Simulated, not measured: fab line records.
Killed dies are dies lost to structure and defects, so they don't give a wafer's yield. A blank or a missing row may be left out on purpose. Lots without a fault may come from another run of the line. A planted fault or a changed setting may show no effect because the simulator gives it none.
Shared-tool check | flow n5Finfet | 9 lots, 27 wafers sampled

== WHY THIS WAS OPENED ==
On 2 of the 9 lots, a flag is raised at N5_FIN_SAQP_INSPECT_40 on the reading rawDefectCount. No-fault wafers: 258, standard deviation 77.
Rule: a lot is flagged in two cases, either no wafer of it has a number, or all its wafers with numbers fall more than 4 standard deviations from that mean. The rest of the lots are taken to be sound.

lot  | measured    | on               | rawDefectCount, wafer by wafer | flag
L759 | day 2 08:05 | defectInspect-01 | 188 271 272                    | 
L761 | day 2 20:29 | defectInspect-01 | 182 175 178                    | 
L768 | day 4 14:08 | defectInspect-02 | 272 272 252                    | 
L770 | day 5 04:11 | defectInspect-01 | 284 247 202                    | 
L771 | day 5 08:43 | defectInspect-01 | 1279 1307 1410                 | FLAGGED
L773 | day 5 20:12 | defectInspect-01 | 219 230 217                    | 
L775 | day 6 08:02 | defectInspect-02 | 1393 1414 1371                 | FLAGGED
L778 | day 7 03:23 | defectInspect-02 | 343 287 352                    | 
L781 | day 7 22:05 | defectInspect-01 | 251 238 185                    | 
On average the flagged lots' numbers are 1362, which is +1104 against the usual, or +14 standard deviations.

== EACH LOT AND THE TOOL IT RAN ON ==
The record holds 3 process steps before the reading, out of a route of 1938 steps. Every cell lists first the tool, next ch and the chambers used by the sampled wafers, and last the start.
lot  | flag    | N5_FIN_SAQP_RECESS_63            | N5_FIN_SAQP_RECESS_71            | N5_FIN_SAQP_FIN_ETCH_36
L759 |         | vaporEtch-01 ch 0,1, day 2 06:07 | vaporEtch-01 ch 0,1, day 2 06:49 | rieSi-02 ch 0,3, day 2 07:50
L761 |         | vaporEtch-02 ch 0, day 2 18:34   | vaporEtch-01 ch 1, day 2 19:14   | rieSi-04 ch 1,3, day 2 20:14
L768 |         | vaporEtch-01 ch 0,1, day 4 12:16 | vaporEtch-01 ch 0,1, day 4 12:52 | rieSi-01 ch 1,2,3, day 4 13:53
L770 |         | vaporEtch-02 ch 0, day 5 02:09   | vaporEtch-01 ch 1, day 5 02:51   | rieSi-04 ch 0,2,3, day 5 03:56
L771 | FLAGGED | vaporEtch-02 ch 0,1, day 5 06:44 | vaporEtch-01 ch 0,1, day 5 07:20 | rieSi-04 ch 0,1,3, day 5 08:28
L773 |         | vaporEtch-02 ch 0,1, day 5 18:20 | vaporEtch-02 ch 0,1, day 5 18:56 | rieSi-01 ch 0,3, day 5 19:56
L775 | FLAGGED | vaporEtch-02 ch 0,1, day 6 06:13 | vaporEtch-01 ch 0,1, day 6 06:47 | rieSi-02 ch 1,3, day 6 07:47
L778 |         | vaporEtch-01 ch 0,1, day 7 00:55 | vaporEtch-02 ch 0, day 7 01:37   | rieSi-02 ch 0,1, day 7 03:08
L781 |         | vaporEtch-01 ch 0,1, day 7 20:05 | vaporEtch-02 ch 0,1, day 7 20:37 | rieSi-01 ch 1,2, day 7 21:49
What these steps do:
- N5_FIN_SAQP_RECESS_63: chemistry HF/NH3, target SiO2, target depth 18 nm, afs cycles 3, sublimation time 60 s.
- N5_FIN_SAQP_RECESS_71: chemistry HF/NH3, target SiO2, target depth 3 nm, afs cycles 1, sublimation time 60 s.
- N5_FIN_SAQP_FIN_ETCH_36: etches the open film in HBr/Cl2/O2, target depth 120 nm, time 50.4 s.
- N5_FIN_SAQP_INSPECT_40: inspects for defects (brightfield).

== FLAGGED OVER TOTAL, TOOL BY TOOL (the gauges that took the reading come last) ==
step                    | tool             | lots run | flagged | share of the flagged lots | sound lots run after its first flagged lot
N5_FIN_SAQP_RECESS_63   | vaporEtch-01     | 4        | 0       | none                      | -
N5_FIN_SAQP_RECESS_63   | vaporEtch-02     | 5        | 2       | all                       | 1 (L773)
N5_FIN_SAQP_RECESS_71   | vaporEtch-01     | 6        | 2       | all                       | 0
N5_FIN_SAQP_RECESS_71   | vaporEtch-02     | 3        | 0       | none                      | -
N5_FIN_SAQP_FIN_ETCH_36 | rieSi-01         | 3        | 0       | none                      | -
N5_FIN_SAQP_FIN_ETCH_36 | rieSi-02         | 3        | 1       | some                      | 1 (L778)
N5_FIN_SAQP_FIN_ETCH_36 | rieSi-04         | 3        | 1       | some                      | 0
N5_FIN_SAQP_INSPECT_40  | defectInspect-01 | 6        | 1       | some                      | 2 (L773,L781)
N5_FIN_SAQP_INSPECT_40  | defectInspect-02 | 3        | 1       | some                      | 1 (L778)

== WHAT IS ALLOWED BY THE TABLE ==
2 rows of the table ran every flagged lot: vaporEtch-02 at N5_FIN_SAQP_RECESS_63, vaporEtch-01 at N5_FIN_SAQP_RECESS_71.
- vaporEtch-02 at N5_FIN_SAQP_RECESS_63: 2 of its 5 lots flagged. Sound lots followed the first flagged one (L773) on it, something a lasting fault affecting the whole tool could not allow.
- vaporEtch-01 at N5_FIN_SAQP_RECESS_71: 2 of its 6 lots flagged. Its last sound lot is L770 (day 5 02:51), its first flagged lot L771 (day 5 07:20): a fault that began between those two fits.
Left over: one tool, vaporEtch-01 at N5_FIN_SAQP_RECESS_71.

== WHAT WAS PUT IN BY THE SIMULATOR ==
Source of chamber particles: vaporEtch-01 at N5_FIN_SAQP_RECESS_71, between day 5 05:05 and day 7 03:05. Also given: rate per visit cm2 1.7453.
Lots struck among those shown: L771, L775. The same result came from the rule above.
